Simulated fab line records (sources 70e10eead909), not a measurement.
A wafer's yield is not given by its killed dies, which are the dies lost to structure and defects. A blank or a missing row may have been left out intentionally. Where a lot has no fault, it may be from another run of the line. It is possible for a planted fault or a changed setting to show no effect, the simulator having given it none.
Which tool was responsible? | flow nand harc | 14 lots with 40 wafers sampled at 4 steps, on a route of 1302 steps

WHAT EACH GAUGE READ, for each wafer
NHARC_A_ONON_D1_THK_MEAS_21: measures by ellipsometry.
lot  | measured     | on            | thk nm (nm)
L374 | day 8 12:11  | film metro-02 | 998 999 998
L376 | day 9 03:32  | film metro-02 | 998 998 998
L375 | day 9 03:30  | film metro-01 | 1023 1022 1021
L377 | day 9 13:50  | film metro-01 | 1007 1008 1009
L380 | day 10 14:19 | film metro-02 | 1005 1007 1007
L381 | day 11 11:07 | film metro-02 | 992 991 993
L382 | day 11 14:53 | film metro-01 | 1016 1015 1016
L383 | day 12 03:58 | film metro-01 | 1005 1006 1004
L384 | day 12 10:56 | film metro-01 | 999 996 997
L385 | day 12 17:34 | film metro-02 | 1002 1002 1001
L392 | day 15 18:31 | film metro-01 | 984 514
L393 | day 16 00:48 | film metro-02 | 528 997
L395 | day 16 19:47 | film metro-01 | 985 985 986
L397 | day 17 19:41 | film metro-02 | 1004 1003 1004

NHARC_A_ONON_D1_INSPECT_32.
lot  | measured     | on                | raw defect count
L374 | day 8 14:26  | defect inspect-01 | 54 64 65
L376 | day 9 05:47  | defect inspect-01 | 98 115 89
L375 | day 9 05:45  | defect inspect-02 | 178 98 87
L377 | day 9 16:04  | defect inspect-02 | 64 47 109
L380 | day 10 16:33 | defect inspect-02 | 103 52 87
L381 | day 11 13:22 | defect inspect-01 | 109 134 57
L382 | day 11 17:08 | defect inspect-01 | 35 95 92
L383 | day 12 06:12 | defect inspect-01 | 62 72 54
L384 | day 12 13:10 | defect inspect-01 | 46 87 70
L385 | day 12 19:47 | defect inspect-02 | 118 57 81
L392 | day 15 20:45 | defect inspect-01 | 118 106
L393 | day 16 03:02 | defect inspect-01 | 48 39
L395 | day 16 22:02 | defect inspect-02 | 53 96 93
L397 | day 17 21:57 | defect inspect-01 | 82 89 79

EACH LOT AND THE TOOL THAT RAN IT (in order: tool; ch and the chambers of the sampled wafers; start)
lot  | NHARC_A_ZERO_WELL_ETCH_19          | NHARC_A_ONON_D1_DEP_19
L374 | rie diel-11 ch 2,3, day 6 23:56    | pecvd onon-01 ch 0, day 8 11:40
L376 | rie diel-13 ch 0,1,2, day 7 16:29  | pecvd onon-01 ch 0, day 9 03:08
L375 | rie diel-10 ch 1,2, day 7 16:39    | pecvd onon-03 ch 0, day 9 02:59
L377 | rie diel-10 ch 1,2,3, day 8 04:36  | pecvd onon-01 ch 0, day 9 13:20
L380 | rie diel-13 ch 1,2,3, day 9 05:07  | pecvd onon-01 ch 0, day 10 13:52
L381 | rie diel-11 ch 0,3, day 9 21:43    | pecvd onon-01 ch 0, day 11 10:44
L382 | rie diel-11 ch 0,1,3, day 10 04:29 | pecvd onon-03 ch 0, day 11 14:33
L383 | rie diel-13 ch 0,3, day 10 17:07   | pecvd onon-04 ch 0, day 12 03:26
L384 | rie diel-11 ch 0,2, day 11 02:36   | pecvd onon-04 ch 0, day 12 10:28
L385 | rie diel-13 ch 0,1, day 11 06:18   | pecvd onon-03 ch 0, day 12 17:13
L392 | rie diel-13 ch 0,3, day 14 09:55   | pecvd onon-03 ch 0, day 15 18:08
L393 | rie diel-13 ch 0,2, day 14 13:13   | pecvd onon-03 ch 0, day 16 00:17
L395 | rie diel-10 ch 1,2,3, day 15 12:43 | pecvd onon-01 ch 0, day 16 19:17
L397 | rie diel-13 ch 0,1,3, day 16 11:41 | pecvd onon-01 ch 0, day 17 19:21
- NHARC_A_ZERO_WELL_ETCH_19: etches the open film in N2/H2, target depth 80 nm, overetch 24 nm, time 87.88 s.
- NHARC_A_ONON_D1_DEP_19: target thk 1000 nm.

AS READ BY THE TOOLS THEMSELVES (means over the sampled wafers that have a number; for cases with no such wafer, the mark the record gives instead)
NHARC_A_ZERO_WELL_ETCH_19.
lot  | tool        | drypump motor current A (A) | mfc ar sccm (sccm) | oes product au (a.u.) | rf vpp V (V) | showerhead plenum p Torr (Torr) | throttle valve pct (%)
L374 | rie diel-11 | 6.2                         | 0.001              | 0.995                 | 427.7        | 1.90                            | 14.167
L376 | rie diel-13 | 5.2                         | 0.004              | 1.002                 | 426.8        | 1.91                            | 14.169
L375 | rie diel-10 | 6.2                         | 0.000              | 1.003                 | 430.8        | 2.05                            | 14.173
L377 | rie diel-10 | 6.4                         | 0.000              | 0.999                 | 429.2        | 2.00                            | 14.178
L380 | rie diel-13 | 5.2                         | 0.004              | 1.005                 | 428.3        | 1.94                            | 14.172
L381 | rie diel-11 | 6.3                         | 0.000              | 0.996                 | 427.6        | 1.95                            | 14.177
L382 | rie diel-11 | 5.9                         | 0.000              | 1.013                 | 429.5        | 2.00                            | 14.165
L383 | rie diel-13 | 5.4                         | 0.000              | 0.996                 | 429.2        | 1.96                            | 14.175
L384 | rie diel-11 | 5.8                         | 0.001              | 1.022                 | 430.4        | 2.02                            | 14.174
L385 | rie diel-13 | 5.3                         | 0.004              | 1.004                 | 426.2        | 1.91                            | 14.169
L392 | rie diel-13 | 5.3                         | 0.000              | 0.999                 | 428.6        | 1.95                            | 14.166
L393 | rie diel-13 | 5.2                         | 0.000              | 0.992                 | 427.1        | 1.91                            | 14.173
L395 | rie diel-10 | 6.4                         | 0.000              | 1.001                 | 429.4        | 1.99                            | 14.180
L397 | rie diel-13 | 5.4                         | 0.004              | 0.994                 | 427.9        | 1.94                            | 14.169

THE ANSWER, worked out from the rows above alone
Rule: the usual values come from the lots themselves. The widest of any qualifying gaps counts: lots, ordered by their means at a reading, are off when they make up no more than a third of the lots, leave a main group of 4 or more, and stand apart from it by 3 or more times the standard deviation of that group's means. If all means in a main group match to the digits the tables above print for the reading, that group is not used. Also off: a lot with no number at a reading for which 4 or more lots have one. Where the step has rows for the other lots, those lots are counted as sound. Order of review: gauges by route order, followed by the tools' own readings, for which a lot's mean as printed above is used. At the first step where some lot is off, the reading lying furthest off is the one used; lots without a number count as furthest.
Off: L392, L393 (NHARC_A_ONON_D1_THK_MEAS_21, thk nm). The main group has a mean of 1003 nm with a standard deviation of 9.5.
If a tool, at a process step before that reading, ran all the lots that are off and no sound lot after the first of them, it fits. Those tools and the gauges at NHARC_A_ONON_D1_THK_MEAS_21 are tried in the same way. One fits: NHARC_A_ONON_D1_DEP_19 on pecvd onon-03. Its last sound lot is L385 (day 12 17:13), its first lot that is off L392 (day 15 18:08): a fault that began between those two fits.

WHAT THE SIMULATOR PUT IN
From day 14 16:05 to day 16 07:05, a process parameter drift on pecvd onon-03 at NHARC_A_ONON_D1_DEP_19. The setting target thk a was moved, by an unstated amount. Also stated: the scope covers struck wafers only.
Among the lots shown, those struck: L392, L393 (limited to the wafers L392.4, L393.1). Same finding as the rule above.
